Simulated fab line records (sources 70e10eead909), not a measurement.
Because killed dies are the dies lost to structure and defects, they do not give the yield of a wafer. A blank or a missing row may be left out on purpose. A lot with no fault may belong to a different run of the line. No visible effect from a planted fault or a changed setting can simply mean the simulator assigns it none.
Chamber matching / flow nandHarc / rieDiel-01 running NHARC_P_M2_DESCUM_14: 4 sister chambers
The step chemistry O2, time 3 s. 24 wafers are shown with their chamber, then 12 later ones without.

## WAFERS, EACH WITH ITS CHAMBER
wafer=L078.2; chamber=1; showerheadPlenumPTorr (Torr)=1.94; drypumpMotorCurrentA (A)=5.4; oesProductAu (a.u.)=1.002
wafer=L078.3; chamber=0; showerheadPlenumPTorr (Torr)=2.05; drypumpMotorCurrentA (A)=6.0; oesProductAu (a.u.)=1.002
wafer=L078.5; chamber=2; showerheadPlenumPTorr (Torr)=1.87; drypumpMotorCurrentA (A)=5.4; oesProductAu (a.u.)=0.993
wafer=L079.2; chamber=3; showerheadPlenumPTorr (Torr)=1.81; drypumpMotorCurrentA (A)=6.2; oesProductAu (a.u.)=0.991
wafer=L079.3; chamber=2; showerheadPlenumPTorr (Torr)=1.87; drypumpMotorCurrentA (A)=5.4; oesProductAu (a.u.)=0.978
wafer=L079.6; chamber=2; showerheadPlenumPTorr (Torr)=1.87; drypumpMotorCurrentA (A)=5.4; oesProductAu (a.u.)=0.975
wafer=L082.1; chamber=2; showerheadPlenumPTorr (Torr)=1.87; drypumpMotorCurrentA (A)=5.4; oesProductAu (a.u.)=0.970
wafer=L082.3; chamber=3; showerheadPlenumPTorr (Torr)=1.81; drypumpMotorCurrentA (A)=6.2; oesProductAu (a.u.)=1.003
wafer=L082.5; chamber=3; showerheadPlenumPTorr (Torr)=1.81; drypumpMotorCurrentA (A)=6.3; oesProductAu (a.u.)=1.003
wafer=L085.1; chamber=2; showerheadPlenumPTorr (Torr)=1.87; drypumpMotorCurrentA (A)=5.4; oesProductAu (a.u.)=0.964
wafer=L085.4; chamber=0; showerheadPlenumPTorr (Torr)=2.04; drypumpMotorCurrentA (A)=6.0; oesProductAu (a.u.)=0.990
wafer=L085.5; chamber=3; showerheadPlenumPTorr (Torr)=1.81; drypumpMotorCurrentA (A)=6.2; oesProductAu (a.u.)=1.005
wafer=L086.1; chamber=1; showerheadPlenumPTorr (Torr)=1.94; drypumpMotorCurrentA (A)=5.4; oesProductAu (a.u.)=1.014
wafer=L086.4; chamber=1; showerheadPlenumPTorr (Torr)=1.94; drypumpMotorCurrentA (A)=5.4; oesProductAu (a.u.)=1.006
wafer=L086.6; chamber=0; showerheadPlenumPTorr (Torr)=2.05; drypumpMotorCurrentA (A)=6.0; oesProductAu (a.u.)=0.999
wafer=L088.2; chamber=2; showerheadPlenumPTorr (Torr)=1.87; drypumpMotorCurrentA (A)=5.4; oesProductAu (a.u.)=0.976
wafer=L088.3; chamber=1; showerheadPlenumPTorr (Torr)=1.94; drypumpMotorCurrentA (A)=5.4; oesProductAu (a.u.)=1.006
wafer=L088.6; chamber=3; showerheadPlenumPTorr (Torr)=1.81; drypumpMotorCurrentA (A)=6.2; oesProductAu (a.u.)=1.008
wafer=L089.1; chamber=2; showerheadPlenumPTorr (Torr)=1.87; drypumpMotorCurrentA (A)=5.4; oesProductAu (a.u.)=0.988
wafer=L089.2; chamber=3; showerheadPlenumPTorr (Torr)=1.81; drypumpMotorCurrentA (A)=6.2; oesProductAu (a.u.)=1.011
wafer=L089.5; chamber=0; showerheadPlenumPTorr (Torr)=2.04; drypumpMotorCurrentA (A)=6.0; oesProductAu (a.u.)=1.005
wafer=L090.1; chamber=2; showerheadPlenumPTorr (Torr)=1.87; drypumpMotorCurrentA (A)=5.5; oesProductAu (a.u.)=0.983
wafer=L090.3; chamber=0; showerheadPlenumPTorr (Torr)=2.04; drypumpMotorCurrentA (A)=6.0; oesProductAu (a.u.)=0.999
wafer=L090.6; chamber=1; showerheadPlenumPTorr (Torr)=1.94; drypumpMotorCurrentA (A)=5.4; oesProductAu (a.u.)=1.006

SIGNATURES (means of the wafers above)
reading=showerheadPlenumPTorr; chamber 0=2.0440; chamber 1=1.9400; chamber 2=1.8700; chamber 3=1.8100; scatter within a chamber=0.00245
reading=drypumpMotorCurrentA; chamber 0=6.000; chamber 1=5.400; chamber 2=5.413; chamber 3=6.217; scatter within a chamber=0.0292
reading=oesProductAu; chamber 0=0.99900; chamber 1=1.00680; chamber 2=0.97837; chamber 3=1.00350; scatter within a chamber=0.00728
Rule: a wafer lies at a distance from a chamber equal to the root of the sum of squares, over the readings, of (its reading less the chamber's mean, divided by the reading's scatter). The wafer belongs to the nearest chamber; if the next one is less than 2 further off, it can't be placed. How the scatter is found: for the shown wafers, subtract from each reading the mean of its chamber, square and add these, divide the total by (wafers less chambers), then take the root.

## WAFERS MISSING THEIR CHAMBER
wafer=L091.1; showerheadPlenumPTorr (Torr)=1.81; drypumpMotorCurrentA (A)=6.2; oesProductAu (a.u.)=1.015
wafer=L091.4; showerheadPlenumPTorr (Torr)=2.04; drypumpMotorCurrentA (A)=6.0; oesProductAu (a.u.)=1.000
wafer=L091.6; showerheadPlenumPTorr (Torr)=2.04; drypumpMotorCurrentA (A)=6.0; oesProductAu (a.u.)=1.004
wafer=L092.1; showerheadPlenumPTorr (Torr)=1.94; drypumpMotorCurrentA (A)=5.4; oesProductAu (a.u.)=1.003
wafer=L092.3; showerheadPlenumPTorr (Torr)=2.04; drypumpMotorCurrentA (A)=6.0; oesProductAu (a.u.)=1.002
wafer=L092.4; showerheadPlenumPTorr (Torr)=1.81; drypumpMotorCurrentA (A)=6.2; oesProductAu (a.u.)=1.023
wafer=L094.1; showerheadPlenumPTorr (Torr)=1.87; drypumpMotorCurrentA (A)=5.4; oesProductAu (a.u.)=0.967
wafer=L094.4; showerheadPlenumPTorr (Torr)=2.04; drypumpMotorCurrentA (A)=6.0; oesProductAu (a.u.)=0.991
wafer=L094.6; showerheadPlenumPTorr (Torr)=1.87; drypumpMotorCurrentA (A)=5.4; oesProductAu (a.u.)=0.972
wafer=L096.2; showerheadPlenumPTorr (Torr)=2.04; drypumpMotorCurrentA (A)=6.0; oesProductAu (a.u.)=1.002
wafer=L096.4; showerheadPlenumPTorr (Torr)=1.87; drypumpMotorCurrentA (A)=5.5; oesProductAu (a.u.)=0.977
wafer=L096.5; showerheadPlenumPTorr (Torr)=2.04; drypumpMotorCurrentA (A)=6.0; oesProductAu (a.u.)=0.992

## WHICH CHAMBER EACH ONE RAN IN
wafer=L091.1; from the rows above=3; in truth=3
wafer=L091.4; from the rows above=0; in truth=0
wafer=L091.6; from the rows above=0; in truth=0
wafer=L092.1; from the rows above=1; in truth=1
wafer=L092.3; from the rows above=0; in truth=0
wafer=L092.4; from the rows above=3; in truth=3
wafer=L094.1; from the rows above=2; in truth=2
wafer=L094.4; from the rows above=0; in truth=0
wafer=L094.6; from the rows above=2; in truth=2
wafer=L096.2; from the rows above=0; in truth=0
wafer=L096.4; from the rows above=2; in truth=2
wafer=L096.5; from the rows above=0; in truth=0
Correctly placed: 12 of 12. Left unplaced by these rows: 0. 0 placed wrongly.
